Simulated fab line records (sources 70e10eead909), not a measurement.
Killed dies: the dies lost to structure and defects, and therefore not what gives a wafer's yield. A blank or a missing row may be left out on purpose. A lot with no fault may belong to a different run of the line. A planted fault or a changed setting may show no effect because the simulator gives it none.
Matching of chambers    flow nand-harc    ald-metal-04 running NHARC_A_CONTACT_ALD_18: 4 sister chambers
The step deposits TiN, target thk 3 nm, pulse time 1 s, ald cycles 150. 8 wafers are shown with their chamber, then 9 later ones without.

## WAFERS, EACH WITH ITS CHAMBER
wafer   chamber  heater-power-w (W)  precursor-pulse-height-rel
L080.5  1        1125                0.999
L083.3  1        1153                1.011
L083.5  2        933                 0.987
L086.3  0        1209                0.992
L086.6  2        913                 1.014
L089.1  0        1206                1.002
L089.3  3        1172                0.996
L089.6  3        1157                0.974

## WAFERS WHOSE CHAMBER IS MISSING
wafer   heater-power-w (W)  precursor-pulse-height-rel
L092.1  935                 0.971
L092.3  1080                1.020
L092.6  1098                1.004
L094.2  953                 0.986
L094.3  1136                1.027
L094.6  1176                1.002
L097.1  1091                1.013
L097.5  1115                0.965
L097.6  1168                1.010

## CHAMBER TAKEN BY EACH
wafer    from the rows above            in truth
L092.1   2                              2
L092.3   1                              1
L092.6   1                              1
L094.2   2                              2
L094.3   1                              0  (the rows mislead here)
L094.6   can't be placed: 3 or 0 or 1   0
L097.1   1                              1
L097.5   can't be placed: 1 or 3        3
L097.6   can't be placed: 3 or 1 or 0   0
Correct placement for 5 of the 9. Not placeable from these rows: 3 (in 3, the candidates include the true chamber). Placed wrongly: 1.
How it was worked out, from the rows above alone: a wafer's distance from a chamber is the root of the sum, over the readings, of the square of ((its reading less the chamber's mean) divided by the reading's scatter). If the next closest chamber is less than 2 further off than the closest, the wafer can't be placed; otherwise it belongs to the closest. For every chamber, the mean is computed from those of its wafers that are shown. The scatter: the root of (the sum of the squares of (reading less its chamber's mean) over the shown wafers, divided by (wafers less chambers)).
